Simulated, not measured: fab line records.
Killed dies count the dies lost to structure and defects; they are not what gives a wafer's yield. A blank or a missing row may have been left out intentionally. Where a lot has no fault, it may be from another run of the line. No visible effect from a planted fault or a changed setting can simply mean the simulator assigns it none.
Chamber matching / flow nand_harc / cmp-01 running NHARC_P_CONTACT_CMP_24: 4 sister chambers
The step polishes, t overpolish 30 s, target thk 200 nm. 7 wafers are shown with their chamber, then 7 later ones without.

WAFERS PAIRED WITH THEIR CHAMBERS
wafer=L079.2; chamber=3; motor_current_A (A)=11.4; time_to_endpoint_s (s)=42
wafer=L079.6; chamber=0; motor_current_A (A)=11.1; time_to_endpoint_s (s)=36
wafer=L081.4; chamber=1; motor_current_A (A)=14.9; time_to_endpoint_s (s)=38
wafer=L081.5; chamber=3; motor_current_A (A)=10.9; time_to_endpoint_s (s)=43
wafer=L081.6; chamber=0; motor_current_A (A)=11.3; time_to_endpoint_s (s)=36
wafer=L089.1; chamber=1; motor_current_A (A)=14.8; time_to_endpoint_s (s)=42
wafer=L089.2; chamber=2; motor_current_A (A)=13.1; time_to_endpoint_s (s)=43

WAFERS WITHOUT THEIR CHAMBER
wafer=L089.3; motor_current_A (A)=10.8; time_to_endpoint_s (s)=43
wafer=L094.3; motor_current_A (A)=11.0; time_to_endpoint_s (s)=45
wafer=L094.4; motor_current_A (A)=11.1; time_to_endpoint_s (s)=37
wafer=L094.5; motor_current_A (A)=14.8; time_to_endpoint_s (s)=40
wafer=L097.4; motor_current_A (A)=13.7; time_to_endpoint_s (s)=41
wafer=L097.5; motor_current_A (A)=11.1; time_to_endpoint_s (s)=43
wafer=L097.6; motor_current_A (A)=13.7; time_to_endpoint_s (s)=39

EACH ONE'S CHAMBER
wafer=L089.3; from the rows above=3; in truth=3
wafer=L094.3; from the rows above=3; in truth=3
wafer=L094.4; from the rows above=0; in truth=0
wafer=L094.5; from the rows above=1; in truth=1
wafer=L097.4; from the rows above=2; in truth=2
wafer=L097.5; from the rows above=3; in truth=3
wafer=L097.6; from the rows above=can't be placed: 2 or 1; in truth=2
Placed correctly: 6 of 7. Cannot be placed on the basis of these rows: 1; the candidates contain the true chamber in 1. Wrongly placed: 0.
How it was worked out, from the rows above alone: a wafer's distance from a chamber is the root of the sum, over the readings, of the square of ((its reading less the chamber's mean) divided by the reading's scatter). If the next closest chamber is less than 2 further off than the closest, the wafer can't be placed; otherwise it belongs to the closest. For every chamber, the mean is computed from those of its wafers that are shown. The scatter: take each reading less its chamber's mean, square it, sum over the shown wafers, divide by the number of wafers less the number of chambers, and take the root.
